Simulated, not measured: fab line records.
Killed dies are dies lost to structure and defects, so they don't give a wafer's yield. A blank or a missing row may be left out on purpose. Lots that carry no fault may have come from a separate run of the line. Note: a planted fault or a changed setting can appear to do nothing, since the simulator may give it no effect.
Comparing a struck lot with a sound one + flow nandHarc + 24 out of 1159 route steps
Sound: wafers L312.1, L312.2, L312.3. The struck wafers were L315.2, L315.4, L315.6. The cause comes at the end.
At each step with rows: each side's tool, then ch and its chambers, then its first start. Under that, the readings that differ: sound wafers + struck wafers + difference of the means + sigmas: that difference in standard deviations of wafers without a fault.
alike: words and numbers the same on both sides, and readings whose means are apart by under 2 such deviations; not compared: readings that were withheld, readings missing a value for some wafer, numbers with overlapping values and no deviation given by the record, and bounds like >300 which may hide the same value.
The two part at a step that has a row with sigmas, a row that says differs or no value, or rows on one side only. Numbers that have no deviation but don't overlap get no sigmas and don't part them. A reading missing from all wafers of one side parts the sides only when that side holds two or more wafers.

first, 1 step without rows for these wafers: NHARC_A_M0_SRD_25.
NHARC_A_M0_INSPECT_27:
  struck on defectInspect-02, day 18 22:44; sound on defectInspect-02, day 18 01:13
  alike: rawDefectCount
NHARC_A_M0_PRE_CLEAN_31: time 12 s.
  sound on pecvd-02 ch 0,1,2, day 18 01:17; struck on pecvd-04 ch 1,2, day 18 22:49
  alike: heaterPowerW
NHARC_A_M0_DEP_32: deposits SiCN, target thk 30 nm.
  sound on pecvd-02 ch 0,1,2, day 18 01:22; struck on pecvd-04 ch 1,2, day 18 22:56
  alike: heaterPowerW
then, 7 steps without rows for these wafers: NHARC_A_M1_DEP_00 (deposits SiOC, target thk 182.5 nm); NHARC_A_M1_DEHYDRATE_01 (time 120 s); NHARC_A_M1_HMDS_02 (time 30 s); NHARC_A_M1_COAT_34 (time 65 s); NHARC_A_M1_COAT_03 (resist thk 90 nm); NHARC_A_M1_SOFTBAKE_04 (time 55 s); NHARC_A_M1_EBR_05.
NHARC_A_M1_EXPOSE_06: exposes mask A M1, target cd 120 nm.
  sound on arfiScanner-01 ch 0, day 18 02:20; struck on arfiScanner-01 ch 0, day 19 00:00
| reading           | sound             | struck            | difference | sigmas |
|-------------------|-------------------|-------------------|------------|--------|
| exposureDoseMJCm2 | 75.03 75.14 75.15 | 78.24 78.32 78.33 | +3.19      | +43    |
  alike: mask, stageVelMmS
then, 2 steps without rows for these wafers: NHARC_A_M1_PEB_07 (peb time 65 s); NHARC_A_M1_DEVELOP_08 (develop time 35 s).
NHARC_A_M1_CD_MEAS_09: target cd 120 nm.
  sound on cdSem-02 ch 0, day 18 02:28; struck on cdSem-01 ch 0, day 19 00:08
| reading   | sound             | struck            | difference | sigmas |
|-----------|-------------------|-------------------|------------|--------|
| cdNm (nm) | 120.4 119.7 120.4 | 121.6 122.2 122.0 | +1.8       | +4     |
NHARC_A_M1_OVL_MEAS_10: pitch 240 nm.
  struck on overlay-02, day 19 00:14; sound on overlay-02, day 18 02:34
| reading         | sound          | struck      | difference | sigmas |
|-----------------|----------------|-------------|------------|--------|
| overlayXNm (nm) | -0.7 -1.1 -0.7 | 1.0 0.7 1.3 | +1.8       | +2     |
  alike: overlayYNm
NHARC_A_M1_INSPECT_11:
  struck on defectInspect-02, day 19 00:16; sound on defectInspect-02, day 18 02:35
  alike: rawDefectCount
NHARC_A_M1_DESCUM_14: chemistry O2, time 3 s.
  sound on rieDiel-12 ch 0,2,3, day 18 02:39; struck on rieDiel-01 ch 0,1,2, day 19 00:20
| reading              | sound           | struck          | difference | sigmas |
|----------------------|-----------------|-----------------|------------|--------|
| model.A_M1.cdNm (nm) | 120.1 120 119.9 | 122.5 122 121.9 | +2.1       |        |
  alike: drypumpMotorCurrentA, oesProductAu, rfVppV, showerheadPlenumPTorr, throttleValvePct
  not compared: rfHoursCounterH
NHARC_A_M1_ETCH_35: etches the open film in N2/H2, target depth 40 nm, overetch 12 nm, time 43.94 s.
  sound on rieDiel-12 ch 0,1,3, day 18 02:44; struck on rieDiel-01 ch 0,1, day 19 00:25
| reading                      | sound          | struck         | difference | sigmas |
|------------------------------|----------------|----------------|------------|--------|
| showerheadPlenumPTorr (Torr) | 2.02 1.90 1.94 | 2.18 2.05 2.18 | +0.18      | +2     |
  alike: drypumpMotorCurrentA, h2FlowSccm, oesProductAu, rfVppV, throttleValvePct
  not compared: rfHoursCounterH
NHARC_A_M1_ETCH_15: etches the open film in C4F8/Ar, target depth 182.5 nm, time 91.2 s.
  sound on rieDiel-12 ch 1,2,3; struck on rieDiel-01 ch 0,1,2
| reading             | sound             | struck            | difference | sigmas |
|---------------------|-------------------|-------------------|------------|--------|
| oesProductAu (a.u.) | 0.963 0.987 0.963 | 0.920 0.922 0.930 | -0.047     | -2     |
  alike: rfVppV
  not compared: rfHoursCounterH
NHARC_A_M1_CD_MEAS_16:
  struck on cdSem-01, day 19 00:38; sound on cdSem-03, day 18 02:58
| reading   | sound             | struck            | difference | sigmas |
|-----------|-------------------|-------------------|------------|--------|
| cdNm (nm) | 120.0 120.2 120.4 | 121.9 121.6 121.0 | +1.3       | +2     |
NHARC_A_M1_STRIP_18: strips in N2/H2.
  sound on rieDiel-12 ch 0,1,3, day 18 03:02; struck on rieDiel-07 ch 0,1, day 19 00:42
  alike: drypumpMotorCurrentA, h2FlowSccm, oesProductAu, rfVppV, showerheadPlenumPTorr, throttleValvePct
  not compared: rfHoursCounterH
NHARC_A_M1_ETCH_28: etches the open film in CF4/N2, target depth 30 nm, time 72.99 s.
  sound on rieDiel-12 ch 0,1,2; struck on rieDiel-07 ch 2,3
| reading              | sound             | struck            | difference | sigmas |
|----------------------|-------------------|-------------------|------------|--------|
| model.A_M1.cdNm (nm) | 120.9 120.2 120.6 | 122.6 121.8 121.8 | +1.5       |        |
  alike: drypumpMotorCurrentA, oesProductAu, rfVppV, showerheadPlenumPTorr, throttleValvePct
  not compared: rfHoursCounterH
then, 1 step without rows for these wafers: NHARC_A_M1_STRIP_19 (strips in post etch residue remover, time 600 s).

## WHERE THEY PART
First at NHARC_A_M1_EXPOSE_06; last, within this record, at NHARC_A_M1_CD_MEAS_16. Later steps at which nothing parts them and some readings are alike: NHARC_A_M1_STRIP_18, NHARC_A_M1_ETCH_28.

WHY: what had been put in by the simulator
Process parameters drifting: arfiScanner-01 at NHARC_A_M1_EXPOSE_06, beginning at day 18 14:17. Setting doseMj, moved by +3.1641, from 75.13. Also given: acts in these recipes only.
